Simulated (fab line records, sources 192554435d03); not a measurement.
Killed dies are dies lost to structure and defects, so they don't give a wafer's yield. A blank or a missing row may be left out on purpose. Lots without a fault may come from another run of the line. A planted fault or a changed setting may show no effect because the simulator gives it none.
Chamber matching | flow n5_finfet | N5_BEOL_M5_CO_CAP_78 on cvd_co-01: 3 sister chambers
The step material Co, precursor CCTBA/H2, target thk 2 nm, time 102.1 s. 3 wafers are shown with their chamber, then 8 later ones without.

WAFERS WITH THEIR CHAMBER
wafer  | chamber | heater_power_w (W)
L083.6 | 2       | 244
L085.4 | 0       | 251
L086.2 | 1       | 242

WAFERS WITHOUT THEIR CHAMBER
wafer  | heater_power_w (W)
L086.3 | 246
L086.6 | 245
L089.2 | 245
L089.4 | 256
L089.5 | 247
L093.3 | 254
L093.5 | 244
L093.6 | 243

WHICH CHAMBER EACH WENT THROUGH
wafer  | from the rows above          | in truth
L086.3 | can't be placed: 2 or 1 or 0 | 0
L086.6 | can't be placed: 2 or 1      | 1
L089.2 | can't be placed: 2 or 1      | 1
L089.4 | 0                            | 0
L089.5 | can't be placed: 2 or 0 or 1 | 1
L093.3 | 0                            | 0
L093.5 | can't be placed: 2 or 1      | 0
L093.6 | can't be placed: 1 or 2      | 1
Placed correctly: 2 of 8. Can't be placed from these rows: 6 (the true chamber is among the candidates in 5). Placed wrongly: 0.
How it was worked out, from the rows above alone: a wafer's distance from a chamber is the root of the sum, over the readings, of the square of ((its reading less the chamber's mean) divided by the reading's scatter). The wafer belongs to the nearest chamber; if the next one is less than 2 further off, it can't be placed. A chamber's mean is the mean of its shown wafers. The scatter: with one shown wafer a chamber, the root of the mean of the squares of how far each hidden wafer lies from its nearest shown one.
